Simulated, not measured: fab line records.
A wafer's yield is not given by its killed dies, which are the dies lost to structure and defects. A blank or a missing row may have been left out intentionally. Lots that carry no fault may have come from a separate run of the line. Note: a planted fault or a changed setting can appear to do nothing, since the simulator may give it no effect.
fab line records ; flow nand_harc
[record] lots = 6; wafers = 18; last_day = 33
route steps=1302 shown P_ZERO_WELL@44
lots that met no fault: from a run of the same line without faults
start_h: the number of hours between the record's first day and the start of the first shown wafer of the lot ; wait_h: hours elapsed since this lot's preceding step ; " the same as in the row above ; L1.1+2: several wafers, shown together as one row ; - no value present, or no start provided ; * or withheld: withheld ; < > ~ a bound
route shown NAME@n: NAME is a module with steps in the file, n the number in the route of the first one ; usual: the fault-free wafers' mean and standard deviation ; same: alike in all rows ; chamber/n: place in a boat ; sites: the reading at each site ; _std_site: standard deviation of those values ; _edge_site: inner sites' mean taken away from outer sites' mean ; radius_mm: for every site, how far away it sits from the centre of the wafer ; mask NAME#n: copy n ; behind: the tool/chamber that last shaped the wafer ; hold: the reason the lot was held/the length of the hold in hours/how it ended ; device: the transistor (n, p or np) that didn't switch ; end of line: the same wafers' tests at the end of the route ; a step given without rows: its recipe and nothing more ; killed: dies lost to structure and defects at the first sort, not the wafer's yield ; map: a wafer's dies, marking killed ones x, the rest . and places with no die _
set.NAME: the setting that was run; set.NAME@STEP: the one run at that earlier step ; model.NAME: the simulator's own value behind a step, which no gauge read
lots seen at some steps along the route; tables by step, rows by wafer
services: when a tool's chamber went out of use (start_h, in hours from the record's first day, below 0 if earlier), for how many hours, and the reason
[[steps]]
[step NHARC_P_ZERO_WELL_CD_MEAS_37]
[recipe] target_cd_nm = 720; landing_energy_ev = 500
[usual] cd_nm = 719.4/1.4
[same] landing_energy_ev = 500
lot.wafer;tool;chamber;start_h;wait_h;cd_nm
L136.1;cd_sem-03;0;54.19;-;722.1
L136.3;cd_sem-03;0;54.19;-;719.4
L136.6;cd_sem-03;0;54.19;-;718.3
L137.1;cd_sem-01;0;64.22;-;720.4
L137.3;cd_sem-01;0;64.22;-;721.2
L137.5;cd_sem-01;0;64.22;-;720.6
L150.2;cd_sem-03;0;194.93;-;721.3
L150.5;cd_sem-03;0;194.93;-;719.3
L150.6;cd_sem-03;0;194.93;-;720.0
L151.1;cd_sem-01;0;206.46;-;720.2
L151.4;cd_sem-01;0;206.46;-;721.1
L151.5;cd_sem-01;0;206.46;-;720.4
L155.1;cd_sem-02;0;243.97;-;718.1
L155.2;cd_sem-02;0;243.97;-;717.9
L155.5;cd_sem-02;0;243.97;-;716.9
L156.1;cd_sem-03;0;254.00;-;718.8
L156.4;cd_sem-03;0;254.00;-;718.2
L156.6;cd_sem-03;0;254.00;-;719.4
[step NHARC_P_ZERO_WELL_HARDBAKE_38]
[recipe] temp_c = 125; time_s = 80
[step NHARC_P_ZERO_WELL_DESCUM_39]
[recipe] time_s = 3; o2_flow_sccm = 200; ar_flow_sccm = 0; bias_power_w = 0; chemistry = O2
[usual] drypump_motor_current_A = 5.7/0.54; o2_flow_sccm = 200.1/0.66; oes_product_au = 1.001/0.0072; rf_vpp_V = 57.8/0.97; showerhead_plenum_p_Torr = 1.90/0.078; throttle_valve_pct = 11.312/0.0091
[same] bias_power_w = 0
lot.wafer;tool;chamber;start_h;wait_h;drypump_motor_current_A;o2_flow_sccm;oes_product_au;rf_hours_counter_h;rf_vpp_V;showerhead_plenum_p_Torr;throttle_valve_pct
L136.3;rie_diel-08;2;54.36;-;5.6;199.8;0.996;9;57.6;1.79;11.295
L136.1;rie_diel-08;3;54.36;-;6.4;201.5;0.986;1;57.5;1.98;11.324
L136.6;rie_diel-08;2;54.36;-;5.6;200.0;0.996;-;56.9;1.79;11.331
L137.1;rie_diel-05;3;64.38;-;5.2;200.1;1.026;1;58.2;1.94;11.321
L137.3;rie_diel-05;0;64.38;-;5.4;199.5;1.017;1;57.9;1.92;11.307
L137.5;rie_diel-05;0;64.38;-;5.4;199.1;0.991;-;58.3;1.92;11.314
L150.2;rie_diel-13;2;195.12;-;5.2;199.7;0.993;9;59.1;1.89;11.329
L150.5;rie_diel-13;3;195.12;-;5.2;200.9;0.990;-;58.1;1.86;11.309
L150.6;rie_diel-13;0;195.12;-;6.4;199.8;0.994;-;58.6;1.88;11.332
L151.4;rie_diel-13;2;206.64;-;5.2;199.4;1.006;14;58.0;1.89;11.318
L151.1;rie_diel-13;3;206.64;-;5.2;199.7;0.997;16;57.0;1.86;11.322
L151.5;rie_diel-13;1;206.64;-;5.3;200.9;1.009;-;58.1;2.05;11.309
L155.1;rie_diel-08;0;244.13;-;5.3;200.6;0.999;14;58.1;1.96;11.307
L155.2;rie_diel-08;1;244.13;-;6.6;198.5;0.995;13;57.7;1.81;11.309
L155.5;rie_diel-08;1;244.13;-;6.6;199.5;0.999;-;57.3;1.81;11.312
L156.4;rie_diel-05;1;254.16;-;5.4;199.7;1.009;7;58.3;1.85;11.317
L156.1;rie_diel-05;3;254.16;-;5.2;199.2;1.003;6;58.2;1.92;11.301
L156.6;rie_diel-05;2;254.16;-;5.1;199.9;1.010;-;58.1;1.87;11.306
[step NHARC_P_ZERO_WELL_IMPLANT_40]
[recipe] energy_kev = 300; dose_cm2 = 1e+13; tilt_deg = 7
[step NHARC_P_ZERO_WELL_IMPLANT_59]
[recipe] energy_kev = 120; dose_cm2 = 5e+12; tilt_deg = 7
[step NHARC_P_ZERO_WELL_IMPLANT_60]
[recipe] energy_kev = 30; dose_cm2 = 2e+12; tilt_deg = 7
[step NHARC_P_ZERO_WELL_STRIP_41]
[recipe] time_s = 840; temp_c = 130; chemistry = SPM
[step NHARC_P_ZERO_WELL_DEHYDRATE_44]
[recipe] temp_c = 150; time_s = 120
[step NHARC_P_ZERO_WELL_HMDS_45]
[recipe] time_s = 30
[step NHARC_P_ZERO_WELL_COAT_46]
[recipe] spin_rpm = withheld
[step NHARC_P_ZERO_WELL_SOFTBAKE_47]
[recipe] temp_c = 122; time_s = 95
[step NHARC_P_ZERO_WELL_EBR_48]
[step NHARC_P_ZERO_WELL_EXPOSE_49]
[recipe] na = 0.6; target_cd_nm = 2000; dose_mj = 22.64; mask_id = P_HVPW
[usual] exposure_dose_mJ_cm2 = 22.640/0.024; focus_offset_nm = 0.0/0.57
lot.wafer;tool;chamber;start_h;wait_h;mask;exposure_dose_mJ_cm2;focus_offset_nm
L136.1;krf_scanner-04;0;55.54;-;P_HVPW#0;22.629;0.3
L136.3;krf_scanner-04;0;55.54;-;P_HVPW#0;22.653;0.3
L136.6;krf_scanner-04;0;55.54;-;P_HVPW#0;22.622;-0.8
L137.1;krf_scanner-01;0;65.70;-;P_HVPW#0;22.592;0.4
L137.3;krf_scanner-01;0;65.70;-;P_HVPW#0;22.609;0.4
L137.5;krf_scanner-01;0;65.70;-;P_HVPW#0;22.638;0.6
L150.2;krf_scanner-02;-;196.30;-;P_HVPW#0;-;-
L150.5;krf_scanner-02;-;196.30;-;P_HVPW#0;-;-
L150.6;krf_scanner-02;-;196.30;-;P_HVPW#0;-;-
L151.1;krf_scanner-01;-;207.95;-;P_HVPW#0;-;-
L151.4;krf_scanner-01;-;207.95;-;P_HVPW#0;-;-
L151.5;krf_scanner-01;-;207.95;-;P_HVPW#0;-;-
L155.1;krf_scanner-01;0;245.46;-;P_HVPW#0;22.590;-0.5
L155.2;krf_scanner-01;0;245.46;-;P_HVPW#0;22.611;0.6
L155.5;krf_scanner-01;0;245.46;-;P_HVPW#0;22.628;-0.2
L156.1;krf_scanner-02;0;255.48;-;P_HVPW#0;22.650;0.5
L156.4;krf_scanner-02;0;255.48;-;P_HVPW#0;22.666;0.1
L156.6;krf_scanner-02;0;255.48;-;P_HVPW#0;22.641;0.3
[step NHARC_P_ZERO_WELL_PEB_50]
[recipe] peb_temp_c = 118; peb_time_s = 85
[step NHARC_P_ZERO_WELL_DEVELOP_51]
[recipe] time_s = 70
[step NHARC_P_ZERO_WELL_CD_MEAS_52]
[recipe] target_cd_nm = 2000; landing_energy_ev = 500
[usual] cd_nm = 1999.7/1.2
[same] landing_energy_ev = 500
lot.wafer;tool;chamber;start_h;wait_h;cd_nm
L136.1;cd_sem-02;0;55.69;-;2000.2
L136.3;cd_sem-02;0;55.69;-;2001.5
L136.6;cd_sem-02;0;55.69;-;1999.2
L137.1;cd_sem-03;0;65.85;-;1997.9
L137.3;cd_sem-03;0;65.85;-;1998.7
L137.5;cd_sem-03;0;65.85;-;1999.1
L150.2;cd_sem-01;0;196.45;-;-
L150.5;cd_sem-01;0;196.45;-;-
L150.6;cd_sem-01;0;196.45;-;-
L151.1;cd_sem-01;0;208.10;-;-
L151.4;cd_sem-01;0;208.10;-;-
L151.5;cd_sem-01;0;208.10;-;-
L155.1;cd_sem-01;0;245.62;-;1999.9
L155.2;cd_sem-01;0;245.62;-;1999.5
L155.5;cd_sem-01;0;245.62;-;2001.8
L156.1;cd_sem-03;0;255.64;-;2000.4
L156.4;cd_sem-03;0;255.64;-;1999.4
L156.6;cd_sem-03;0;255.64;-;2000.3
[step NHARC_P_ZERO_WELL_HARDBAKE_53]
[recipe] temp_c = 125; time_s = 80
[step NHARC_P_ZERO_WELL_DESCUM_54]
[recipe] time_s = 3; o2_flow_sccm = 200; ar_flow_sccm = 0; bias_power_w = 0; chemistry = O2
[usual] drypump_motor_current_A = 5.6/0.52; o2_flow_sccm = 200.0/0.57; oes_product_au = 1.002/0.0069; rf_vpp_V = 57.7/0.87; showerhead_plenum_p_Torr = 1.90/0.065; throttle_valve_pct = 11.311/0.0084
[same] bias_power_w = 0
lot.wafer;tool;chamber;start_h;wait_h;drypump_motor_current_A;o2_flow_sccm;oes_product_au;rf_hours_counter_h;rf_vpp_V;showerhead_plenum_p_Torr;throttle_valve_pct;model.P_ZERO_WELL.cd_nm
L136.1;rie_diel-08;0;55.85;-;5.3;198.6;0.992;10;58.1;1.98;11.298;2000
L136.3;rie_diel-08;3;55.85;-;6.4;200.0;0.995;2;55.4;1.98;11.323;2001
L136.6;rie_diel-08;1;55.85;-;6.6;200.1;1.008;-;56.3;1.83;11.311;1999
L137.1;rie_diel-05;3;66.01;-;5.2;199.9;1.007;1;57.8;1.94;11.312;1998
L137.3;rie_diel-05;0;66.01;-;5.4;200.1;1.002;1;57.2;1.92;11.311;1999
L137.5;rie_diel-05;0;66.01;-;5.4;200.8;1.000;-;59.0;1.92;11.312;1999
L150.2;rie_diel-05;2;196.91;-;5.1;200.2;1.013;39;57.8;1.87;11.308;720.9
L150.6;rie_diel-05;0;196.91;-;5.4;200.8;1.003;-;55.5;1.91;11.304;719.4
L150.5;rie_diel-05;1;196.91;-;5.4;200.0;1.005;-;57.5;1.86;11.298;719.4
L151.1;rie_diel-08;0;208.29;-;5.3;199.1;0.995;3;58.0;1.96;11.308;719.8
L151.4;rie_diel-08;1;208.29;-;6.5;199.7;0.988;3;56.8;1.82;11.314;721.1
L151.5;rie_diel-08;0;208.29;-;5.3;199.2;0.991;-;58.9;1.96;11.313;719.8
L155.1;rie_diel-05;2;245.80;-;5.1;199.8;1.014;1;56.2;1.87;11.311;2000
L155.2;rie_diel-05;3;245.80;-;5.2;200.4;1.007;3;58.5;1.92;11.305;1999
L155.5;rie_diel-05;0;245.80;-;5.4;200.1;1.006;-;56.2;1.90;11.295;2002
L156.4;rie_diel-13;3;255.80;-;5.2;200.0;1.007;33;58.7;1.85;11.300;1999
L156.1;rie_diel-13;2;255.80;-;5.2;200.7;0.998;32;58.0;1.89;11.298;2001
L156.6;rie_diel-13;3;255.80;-;5.2;200.7;1.001;-;56.9;1.85;11.320;718.7
[step NHARC_P_ZERO_WELL_IMPLANT_55]
[recipe] energy_kev = 180; dose_cm2 = 8e+11; tilt_deg = 7
[step NHARC_P_ZERO_WELL_IMPLANT_61]
[recipe] energy_kev = 30; dose_cm2 = 5e+11; tilt_deg = 7
[step NHARC_P_ZERO_WELL_STRIP_56]
[recipe] time_s = 840; temp_c = 130; chemistry = SPM
[step NHARC_P_ZERO_WELL_PRECLEAN_68]
[recipe] time_s = 60; temp_c = 50; bath_age_min = 0; chemistry = SC1
[step NHARC_P_ZERO_WELL_SRD_69]
[step NHARC_P_ZERO_WELL_RTA_42]
[recipe] temp_c = 1100; time_s = 300
[usual] lamp_power_pct = 35.4/0.53; lamp_zone_2_pct = 35.4/0.53; lamp_zone_3_pct = 35.4/0.54; wafer_temp_C_max = 1105.8/1.9
lot.wafer;tool;chamber;start_h;wait_h;lamp_power_pct;lamp_zone_2_pct;lamp_zone_3_pct;wafer_temp_C_max
L136.1;rtp_anneal-02;0;56.83;-;35.8;35.8;35.8;1105.1
L136.3;rtp_anneal-02;0;56.83;-;35.8;35.8;35.8;1104.4
L136.6;rtp_anneal-02;0;56.83;-;35.8;35.8;35.9;1104.7
L137.1;rtp_anneal-01;0;67.05;-;34.8;34.7;34.7;1110.4
L137.3;rtp_anneal-01;0;67.05;-;34.7;34.7;34.7;1107.3
L137.5;rtp_anneal-01;0;67.05;-;34.7;34.7;34.7;1107.2
L150.2;rtp_anneal-02;0;197.97;-;35.8;35.8;35.8;1105.4
L150.5;rtp_anneal-02;0;197.97;-;35.7;35.8;35.8;1104.6
L150.6;rtp_anneal-02;0;197.97;-;35.8;35.8;35.8;1103.8
L151.1;rtp_anneal-02;0;209.27;-;35.7;35.8;35.8;1103.9
L151.4;rtp_anneal-02;0;209.27;-;35.9;35.8;35.8;1105.8
L151.5;rtp_anneal-02;0;209.27;-;35.8;35.8;35.8;1105.1
L155.1;rtp_anneal-02;0;246.75;-;35.8;35.8;35.8;1105.2
L155.2;rtp_anneal-02;0;246.75;-;35.8;35.8;35.8;1104.7
L155.5;rtp_anneal-02;0;246.75;-;35.8;35.8;35.9;1104.9
L156.1;rtp_anneal-01;0;256.93;-;34.7;34.7;34.7;1109.0
L156.4;rtp_anneal-01;0;256.93;-;34.8;34.7;34.7;1108.2
L156.6;rtp_anneal-01;0;256.93;-;34.7;34.6;34.7;1110.6
[step NHARC_P_ZERO_WELL_INSPECT_43]
[usual] raw_defect_count = 13/6.9
lot.wafer;tool;chamber;start_h;wait_h;raw_defect_count
L136.1;defect_inspect-01;-;57.52;0.6;23
L136.3;defect_inspect-01;-;57.52;0.6;31
L136.6;defect_inspect-01;-;57.52;0.6;19
L137.1;defect_inspect-01;-;67.73;0.6;17
L137.3;defect_inspect-01;-;67.73;0.6;19
L137.5;defect_inspect-01;-;67.73;0.6;14
L150.2;defect_inspect-01;-;198.55;0.5;1111
L150.5;defect_inspect-01;-;198.55;0.5;1102
L150.6;defect_inspect-01;-;198.55;0.5;1118
L151.1;defect_inspect-02;-;209.96;0.6;1144
L151.4;defect_inspect-02;-;209.96;0.6;1075
L151.5;defect_inspect-02;-;209.96;0.6;1146
L155.1;defect_inspect-02;-;247.44;0.6;5
L155.2;defect_inspect-02;-;247.44;0.6;3
L155.5;defect_inspect-02;-;247.44;0.6;12
L156.1;defect_inspect-02;-;257.61;0.6;14
L156.4;defect_inspect-02;-;257.61;0.6;5
L156.6;defect_inspect-02;-;257.61;0.6;8
[[services]]
tool;chamber;start_h;hours;kind
rie_diel-05;-;52.60;9.0;pm
krf_scanner-01;-;53.40;0.2;repair
krf_scanner-02;-;75.39;1.6;repair
krf_scanner-04;-;78.26;0.2;repair
rie_diel-05;1;84.09;6.4;repair
rie_diel-13;2;84.51;5.3;repair
rie_diel-13;1;87.67;4.2;repair
rie_diel-13;2;90.38;7.0;repair
rie_diel-08;-;93.66;1.9;repair
krf_scanner-02;-;94.00;4.0;pm
krf_scanner-04;-;102.50;0.6;repair
krf_scanner-01;-;105.70;0.9;repair
krf_scanner-02;-;138.61;0.9;repair
krf_scanner-01;-;140.00;4.0;pm
krf_scanner-04;-;140.78;1.2;repair
rie_diel-05;0;163.39;3.4;repair
rie_diel-13;2;164.06;11.1;repair
rie_diel-13;-;165.96;9.0;pm
krf_scanner-04;-;182.00;4.0;pm
rie_diel-08;2;189.20;5.9;repair
rie_diel-08;-;190.82;9.0;pm
rie_diel-13;1;209.29;12.8;repair
rie_diel-05;-;229.60;9.0;pm
krf_scanner-04;-;241.13;11.6;repair
[[key]]
[first_sign] step = NHARC_P_ZERO_WELL_EXPOSE_49; reading = tool_record; direction = missing
[effect] step = NHARC_P_ZERO_WELL_CD_MEAS_52; reading = cd_nm; direction = missing
[effect] step = NHARC_P_ZERO_WELL_INSPECT_43; reading = raw_defect_count; direction = up; sigmas = 99+; usual = 13; struck = 1116
[model_effect] step = NHARC_P_ZERO_WELL_DESCUM_54; value = P_ZERO_WELL.cd_nm; without = 1999; struck = 720.1
met_at NHARC_P_ZERO_WELL_EXPOSE_49
struck_wafers L150.2,L150.5,L150.6,L151.1,L151.4,L151.5
later_rows_left_out L150.2,L150.5,L150.6,L151.1,L151.4,L151.5
sort_left_out L150.2,L150.5,L150.6,L151.1,L151.4,L151.5
tester_left_out L150,L151
onset_between 65.70 196.30
[fault] kind = skipped_step_whole; tool = krf_scanner-01,krf_scanner-02; chamber = -; onset_h = 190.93; steps = NHARC_P_ZERO_WELL_EXPOSE_49; scope = struck_lots_only
// tester_left_out: of these lots the tester's yield and bins aren't shown, on N5 and GAA mostly nor the transistor test; their killed dies are dies lost to structure and defects alone, not to doping, threshold or leakage, so they don't give the yield
// sort_left_out: the simulated sort isn't trusted on such a fault, so these wafers' sort isn't shown, and their yield isn't known
// later_rows_left_out: the simulator's readings of these wafers behind a module that went badly wrong aren't trusted and aren't shown, but for the sort
